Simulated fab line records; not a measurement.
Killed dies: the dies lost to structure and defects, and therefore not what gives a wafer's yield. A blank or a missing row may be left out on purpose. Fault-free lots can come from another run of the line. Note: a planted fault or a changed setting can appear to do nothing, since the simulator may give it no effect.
Matching of chambers	flow n5_finfet	N5_FIN_SAQP_ETCH_64 on rie_si-04 has 4 sister chambers
The step etches SiO2 in CF4, target depth 1.5 nm. 4 wafers are shown with their chamber, then 7 later ones without.

## WAFERS WITH THEIR CHAMBER
wafer	chamber	throttle_valve_pct (%)
L081.4	3	21.92
L087.5	0	21.55
L094.3	2	21.29
L094.4	1	21.82

## WAFERS WITHOUT THEIR CHAMBER
wafer	throttle_valve_pct (%)
L094.5	21.54
L095.1	21.91
L095.3	21.27
L095.4	21.27
L096.1	21.56
L096.3	21.29
L096.4	21.91

## WHICH CHAMBER EACH WENT THROUGH
wafer	from the rows above	in truth
L094.5	0	0
L095.1	3	3
L095.3	2	2
L095.4	2	2
L096.1	0	0
L096.3	2	2
L096.4	3	3
7 of 7 placed correctly. Left unplaced by these rows: 0. Wrongly placed: 0.
How it was worked out, from the rows above alone: a wafer's distance from a chamber is the root of the sum, over the readings, of the square of ((its reading less the chamber's mean) divided by the reading's scatter). If the next closest chamber is less than 2 further off than the closest, the wafer can't be placed; otherwise it belongs to the closest. The mean given for a chamber averages the wafers shown for that chamber. The scatter (one wafer shown for each chamber): square how far every hidden wafer sits from the nearest shown wafer, average those squares and take the square root.
